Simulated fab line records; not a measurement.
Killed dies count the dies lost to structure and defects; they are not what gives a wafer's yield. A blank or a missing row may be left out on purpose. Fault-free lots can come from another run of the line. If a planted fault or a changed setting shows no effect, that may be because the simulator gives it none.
Chamber matching + flow n5Finfet + 4 sister chambers for N5_BEOL_M1_ETCH_64 on rieDiel-05
The step etches SOC in N2/H2, target depth 75 nm, overetch 15 nm, time 112.5 s. 16 wafers are shown with their chamber, then 8 later ones without.

WAFERS PAIRED WITH THEIR CHAMBERS
| wafer  | chamber | drypumpMotorCurrentA (A) | throttleValvePct (%) | showerheadPlenumPTorr (Torr) |
|--------|---------|--------------------------|----------------------|------------------------------|
| L079.1 | 2       | 6.7                      | 17.78                | 2.53                         |
| L079.3 | 3       | 5.2                      | 17.86                | 2.52                         |
| L079.4 | 1       | 5.7                      | 18.19                | 2.43                         |
| L083.1 | 1       | 5.7                      | 18.19                | 2.43                         |
| L083.4 | 3       | 5.2                      | 17.85                | 2.52                         |
| L083.5 | 3       | 5.2                      | 17.87                | 2.52                         |
| L084.4 | 1       | 5.7                      | 18.20                | 2.43                         |
| L084.5 | 2       | 6.8                      | 17.82                | 2.52                         |
| L084.6 | 3       | 5.2                      | 17.85                | 2.52                         |
| L087.2 | 3       | 5.2                      | 17.87                | 2.51                         |
| L087.3 | 1       | 5.7                      | 18.19                | 2.43                         |
| L087.4 | 0       | 6.0                      | 17.37                | 2.60                         |
| L088.1 | 2       | 6.7                      | 17.83                | 2.52                         |
| L088.3 | 0       | 6.0                      | 17.37                | 2.60                         |
| L088.5 | 2       | 6.7                      | 17.85                | 2.52                         |
| L089.2 | 2       | 6.7                      | 17.84                | 2.52                         |

SIGNATURES (means of the wafers above)
| reading               | chamber 0 | chamber 1 | chamber 2 | chamber 3 | scatter within a chamber |
|-----------------------|-----------|-----------|-----------|-----------|--------------------------|
| drypumpMotorCurrentA  | 6.000     | 5.700     | 6.720     | 5.200     | 0.0258                   |
| throttleValvePct      | 17.3700   | 18.1925   | 17.8240   | 17.8600   | 0.0168                   |
| showerheadPlenumPTorr | 2.6000    | 2.4300    | 2.5220    | 2.5180    | 0.00365                  |
Rule: a wafer lies at a distance from a chamber equal to the root of the sum of squares, over the readings, of (its reading less the chamber's mean, divided by the reading's scatter). If the next closest chamber is less than 2 further off than the closest, the wafer can't be placed; otherwise it belongs to the closest. The scatter: the root of (the sum of the squares of (reading less its chamber's mean) over the shown wafers, divided by (wafers less chambers)).

WAFERS MISSING THEIR CHAMBER
| wafer  | drypumpMotorCurrentA (A) | throttleValvePct (%) | showerheadPlenumPTorr (Torr) |
|--------|--------------------------|----------------------|------------------------------|
| L089.4 | 5.2                      | 17.88                | 2.51                         |
| L089.5 | 5.2                      | 17.88                | 2.51                         |
| L091.2 | 5.7                      | 18.22                | 2.42                         |
| L091.4 | 6.7                      | 17.85                | 2.52                         |
| L091.5 | 5.2                      | 17.87                | 2.51                         |
| L094.2 | 6.7                      | 17.85                | 2.52                         |
| L094.3 | 5.7                      | 18.23                | 2.42                         |
| L094.4 | 6.0                      | 17.40                | 2.59                         |

EACH ONE'S CHAMBER
| wafer  | from the rows above | in truth |
|--------|---------------------|----------|
| L089.4 | 3                   | 3        |
| L089.5 | 3                   | 3        |
| L091.2 | 1                   | 1        |
| L091.4 | 2                   | 2        |
| L091.5 | 3                   | 3        |
| L094.2 | 2                   | 2        |
| L094.3 | 1                   | 1        |
| L094.4 | 0                   | 0        |
Placed correctly: 8 of 8. Can't be placed from these rows: 0. Wrongly placed: 0.
